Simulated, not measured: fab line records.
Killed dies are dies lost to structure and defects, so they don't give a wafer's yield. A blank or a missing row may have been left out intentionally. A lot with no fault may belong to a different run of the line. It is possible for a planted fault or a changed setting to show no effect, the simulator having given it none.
A lot that was struck, set against a sound lot | flow n5-finfet | 15 out of 1938 route steps
Sound: the wafers L705.2, L705.5, L705.6. Struck: wafers L706.1, L706.5. (L706.6 of the same lot was not struck and is left out.) The cause comes at the end.
For every step that has rows: the tool of each side, followed by ch and its chambers, followed by its first start. Under that, the readings that differ: sound wafers | struck wafers | difference of the means | sigmas: that difference in standard deviations of wafers without a fault.
alike: words and numbers the same on both sides, and readings whose means are apart by under 2 such deviations; not compared: readings that were withheld, readings missing a value for some wafer, numbers with overlapping values and no deviation given by the record, and bounds like >300 which may hide the same value.
The two part at a step that has a row with sigmas, a row that says differs or no value, or rows on one side only. Numbers that don't overlap but have no deviation are shown without sigmas and don't part them. A reading that every wafer of one side lacks parts them only if that side has two wafers or more.

first, 1 step without rows for these wafers: N5_BEOL_M11_TRENCH_ETCH_37 (etches SiCOH lowk in C4F6/O2, target depth 148.83 nm, time 48 s).
N5_BEOL_M11_ETCH_41: etches SiCN in CH3F/O2, target depth 42.6 nm, time 86 s.
  sound on rie-diel-01 ch 0,1; struck on rie-diel-03 ch 0,3
  alike: drypump-motor-current-A, oes-product-au, rf-vpp-V, showerhead-plenum-p-Torr, throttle-valve-pct
  not compared: rf-hours-counter-h
N5_BEOL_M11_STRIP_77: strips in N2/H2, time 10 s.
  sound on rie-diel-01 ch 0,1; struck on rie-diel-03 ch 0,3
  alike: drypump-motor-current-A, oes-product-au, rf-vpp-V, showerhead-plenum-p-Torr, throttle-valve-pct
  not compared: rf-hours-counter-h
N5_BEOL_M11_OCD_MEAS_38:
  sound: ocd-02 at day 11 18:27; struck: ocd-02 at day 12 13:46
  alike: trench-depth-nm
then, 4 steps without rows for these wafers: N5_BEOL_M11_HM_STRIP_39 (strips TiN in peroxide tin strip, target depth 25 nm, time 158 s); N5_BEOL_M11_SRD_40 (time 30 s); N5_BEOL_M11_PRECLEAN_42 (cleans in residue remover, time 60 s); N5_BEOL_M11_SRD_43 (time 30 s).
N5_BEOL_M11_CD_MEAS_35: target cd 70 nm.
  sound: cd-sem-03 at day 11 18:37; struck: cd-sem-01 at day 12 14:01
  alike: cd-nm
N5_BEOL_M11_CURE_72: cures SiCOH lowk, time 120 s.
  sound on uv-cure-01 ch 1, day 11 18:42; struck on uv-cure-03 ch 0, day 12 14:04
  alike: lamp-power-pct, wafer_temp_C_max
N5_BEOL_M11_DEGAS_44: time 60 s.
  sound: pvd-sputter-02 at day 11 19:05; struck: pvd-sputter-02 at day 12 15:56
  alike: heater-power-w
N5_BEOL_M11_PRE_CLEAN_45: time 30 s.
  sound: pvd-sputter-02 at day 11 19:08; struck: pvd-sputter-02 at day 12 15:58
  alike: heater-power-w
N5_BEOL_M11_ALD_74: deposits TaN, target thk 2 nm, pulse time 2 s, purge time 3 s.
  sound on ald-metal-01 ch 0,2,3, day 11 19:11; struck on ald-metal-01 ch 1, day 12 16:02
  reading    | sound    | struck | difference | sigmas
  ald-cycles | 40 40 40 | 42 42  | +2         |
  alike: heater-power-w
then, 1 step without rows for these wafers: N5_BEOL_M11_SURFACE_TREAT_76.
N5_PASSIVATION_PROBE_49:
  sound: prober-01 at day 13 11:34; struck: prober-02 at day 14 09:30
  reading         | sound | struck | difference | sigmas
  killed-at-other | 7 6 6 | 0 0    | -6         | -3
  alike: defect-limited-yield, killed_at_M0_to_M3, killed_at_M4_up, killed-at-contacts, killed-at-front-end, killed-dies, killed-open, killed-short, sort_bin_5_function, sort_bin_6_memory, sort-n-pass, sort-yield-pct

WHERE THEY PART
At N5_PASSIVATION_PROBE_49 and nowhere else, as far as this record goes.

WHY: whatever the simulator had introduced
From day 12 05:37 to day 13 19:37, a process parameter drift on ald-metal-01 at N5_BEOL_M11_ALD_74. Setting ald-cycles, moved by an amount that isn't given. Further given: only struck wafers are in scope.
